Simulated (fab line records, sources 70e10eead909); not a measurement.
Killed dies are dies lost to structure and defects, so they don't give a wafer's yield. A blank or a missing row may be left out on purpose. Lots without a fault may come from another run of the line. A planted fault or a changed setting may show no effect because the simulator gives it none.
A struck lot beside a sound one | flow nand_harc | 42 steps out of a route of 1159
Sound: wafers L639.1, L639.2, L639.5. Struck: wafers L650.2, L650.4, L650.6. The cause comes at the end.
At each step with rows: each side's tool, then ch and its chambers, then its first start. Under that, the readings that differ: sound wafers | struck wafers | difference of the means | sigmas: that difference in standard deviations of wafers without a fault.
alike: readings whose means differ by less than 2 such deviations, and words and numbers that are the same on both sides. not compared: withheld readings, readings that some wafer has no value for, bounds like >300 that may hide the same value, and numbers for which the record gives no deviation and whose values overlap.
The two part at a step that has a row with sigmas, a row that says differs or no value, or rows on one side only. Numbers that don't overlap but have no deviation are shown without sigmas and don't part them. A reading that every wafer of one side lacks parts them only if that side has two wafers or more.

first, 11 steps without rows for these wafers: NHARC_P_ZERO_WELL_HARDBAKE_12 (time 65 s); NHARC_P_ZERO_WELL_DESCUM_13 (chemistry O2, time 3 s); NHARC_P_ZERO_WELL_ETCH_65 (etches the open film in N2/H2, target depth 80 nm, overetch 24 nm, time 87.88 s); NHARC_P_ZERO_WELL_ETCH_62 (etches the open film in CHF3/Ar, target depth 13 nm, time 6.5 s); NHARC_P_ZERO_WELL_ETCH_63 (etches the open film in HBr/Cl2, target depth 120 nm, time 40.1 s); NHARC_P_ZERO_WELL_STRIP_15 (strips in SPM, time 900 s); NHARC_P_ZERO_WELL_DEHYDRATE_16 (time 120 s); NHARC_P_ZERO_WELL_HMDS_17 (time 30 s); NHARC_P_ZERO_WELL_COAT_18; NHARC_P_ZERO_WELL_SOFTBAKE_19 (time 95 s); NHARC_P_ZERO_WELL_EBR_20.
NHARC_P_ZERO_WELL_EXPOSE_21: exposes mask P NWELL, target cd 720 nm.
  sound on krf_scanner-02 ch 0, day 3 20:21; struck on krf_scanner-02 ch 0, day 6 14:23
  reading                             | sound                | struck            | difference | sigmas
  model.P_ZERO_WELL.overlay_x_nm (nm) | -9.302 -9.302 -9.302 | 256.6 256.6 256.6 | +265.9     |
  alike: mask, reticle_temp_C
then, 27 steps without rows for these wafers: NHARC_P_ZERO_WELL_PEB_22 (peb time 85 s); NHARC_P_ZERO_WELL_DEVELOP_23 (time 70 s); NHARC_P_ZERO_WELL_HARDBAKE_25 (time 80 s); NHARC_P_ZERO_WELL_DESCUM_26 (chemistry O2, time 3 s); NHARC_P_ZERO_WELL_IMPLANT_27; NHARC_P_ZERO_WELL_IMPLANT_57; NHARC_P_ZERO_WELL_IMPLANT_58; NHARC_P_ZERO_WELL_STRIP_28 (strips in SPM, time 840 s); NHARC_P_ZERO_WELL_DEHYDRATE_29 (time 120 s); NHARC_P_ZERO_WELL_HMDS_30 (time 30 s); NHARC_P_ZERO_WELL_COAT_31; NHARC_P_ZERO_WELL_SOFTBAKE_32 (time 95 s); NHARC_P_ZERO_WELL_EBR_33; NHARC_P_ZERO_WELL_EXPOSE_34 (exposes mask P PWELL, target cd 720 nm); NHARC_P_ZERO_WELL_PEB_35 (peb time 85 s); NHARC_P_ZERO_WELL_DEVELOP_36 (time 70 s); NHARC_P_ZERO_WELL_HARDBAKE_38 (time 80 s); NHARC_P_ZERO_WELL_DESCUM_39 (chemistry O2, time 3 s); NHARC_P_ZERO_WELL_IMPLANT_40; NHARC_P_ZERO_WELL_IMPLANT_59; NHARC_P_ZERO_WELL_IMPLANT_60; NHARC_P_ZERO_WELL_STRIP_41 (strips in SPM, time 840 s); NHARC_P_ZERO_WELL_DEHYDRATE_44 (time 120 s); NHARC_P_ZERO_WELL_HMDS_45 (time 30 s); NHARC_P_ZERO_WELL_COAT_46; NHARC_P_ZERO_WELL_SOFTBAKE_47 (time 95 s); NHARC_P_ZERO_WELL_EBR_48.
-- the record jumps here: 4 days lie between the struck wafers' starts before and after (it left off in module P_ZERO_WELL and takes up again in module P_M1, whose first step shown is number 298 of the route) --
NHARC_P_M1_DESCUM_14: chemistry O2, time 3 s.
  sound on rie_diel-08 ch 0,3, day 7 21:31; struck on rie_diel-08 ch 0,1, day 10 22:46
  reading               | sound             | struck          | difference | sigmas
  model.P_M1.cd_nm (nm) | 130.9 130.4 130.2 | 124 123.8 123.1 | -7         |
  alike: drypump_motor_current_A, oes_product_au, rf_vpp_V, showerhead_plenum_p_Torr, throttle_valve_pct
  not compared: rf_hours_counter_h
NHARC_P_M1_ETCH_28: etches the open film in CF4/N2, target depth 30 nm, time 72.99 s.
  sound on rie_diel-08 ch 1,2,3; struck on rie_diel-08 ch 0,1,3
  reading               | sound             | struck            | difference | sigmas
  model.P_M1.cd_nm (nm) | 130.9 130.6 130.5 | 123.5 122.9 122.3 | -7.8       |
  alike: drypump_motor_current_A, oes_product_au, rf_vpp_V, showerhead_plenum_p_Torr, throttle_valve_pct
  not compared: rf_hours_counter_h
-- the record jumps here: 13 days lie between the struck wafers' starts before and after (it left off in module P_M1 and takes up again in module END, whose first step shown is number 1159 of the route) --
NHARC_END_SORT_01:
  the record has rows for the struck wafers here (prober-01 ch 0, day 23 20:40) and none for the sound ones

WHERE THEY PART
Only at NHARC_END_SORT_01, within this record.

WHY: what the simulator had put in
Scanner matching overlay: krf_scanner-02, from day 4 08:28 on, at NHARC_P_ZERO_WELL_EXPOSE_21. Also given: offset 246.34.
